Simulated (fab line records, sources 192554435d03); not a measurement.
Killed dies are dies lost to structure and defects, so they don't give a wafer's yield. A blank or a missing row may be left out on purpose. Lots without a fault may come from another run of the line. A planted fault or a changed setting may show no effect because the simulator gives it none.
Chamber matching | flow n5_finfet | N5_BEOL_M4_STRIP_36 on rie_diel-03: 3 sister chambers
The step strips in N2/H2. 14 wafers are shown with their chamber, then 5 later ones without.

WAFERS WITH THEIR CHAMBER
wafer  | chamber | throttle_valve_pct (%) | showerhead_plenum_p_Torr (Torr) | oes_product_au (a.u.)
L077.3 | 1       | 23.3                   | 2.57                            | 0.83
L077.5 | 3       | 23.3                   | 2.70                            | 0.97
L077.6 | 0       | 24.0                   | 2.53                            | 0.72
L086.1 | 3       | 23.4                   | 2.69                            | 0.92
L086.3 | 0       | 24.0                   | 2.53                            | 0.71
L086.5 | 3       | 23.4                   | 2.69                            | 0.93
L088.1 | 0       | 24.0                   | 2.52                            | 0.72
L088.3 | 1       | 23.3                   | 2.57                            | 0.82
L088.4 | 3       | 23.4                   | 2.69                            | 0.91
L089.1 | 3       | 23.4                   | 2.68                            | 0.88
L089.4 | 0       | 24.0                   | 2.52                            | 0.70
L089.5 | 3       | 23.4                   | 2.69                            | 0.90
L091.2 | 0       | 24.0                   | 2.52                            | 0.71
L091.3 | 1       | 23.3                   | 2.56                            | 0.81

SIGNATURES (means of the wafers above)
reading                  | chamber 0 | chamber 1 | chamber 3 | scatter within a chamber
throttle_valve_pct       | 24.000    | 23.300    | 23.383    | 0.0275
showerhead_plenum_p_Torr | 2.5240    | 2.5667    | 2.6900    | 0.00593
oes_product_au           | 0.7120    | 0.8200    | 0.9183    | 0.0217
Rule: a wafer's distance from a chamber is the root of the sum, over the readings, of the square of ((its reading less the chamber's mean) divided by the reading's scatter). The wafer belongs to the nearest chamber; if the next one is less than 2 further off, it can't be placed. The scatter: the root of (the sum of the squares of (reading less its chamber's mean) over the shown wafers, divided by (wafers less chambers)).

WAFERS WITHOUT THEIR CHAMBER
wafer  | throttle_valve_pct (%) | showerhead_plenum_p_Torr (Torr) | oes_product_au (a.u.)
L091.6 | 24.0                   | 2.52                            | 0.70
L092.2 | 24.0                   | 2.52                            | 0.70
L092.3 | 23.3                   | 2.56                            | 0.80
L094.3 | 23.4                   | 2.56                            | 0.81
L094.5 | 23.3                   | 2.56                            | 0.78

WHICH CHAMBER EACH WENT THROUGH
wafer  | from the rows above | in truth
L091.6 | 0                   | 0
L092.2 | 0                   | 0
L092.3 | 1                   | 1
L094.3 | 1                   | 1
L094.5 | 1                   | 1
Placed correctly: 5 of 5. Can't be placed from these rows: 0. Placed wrongly: 0.
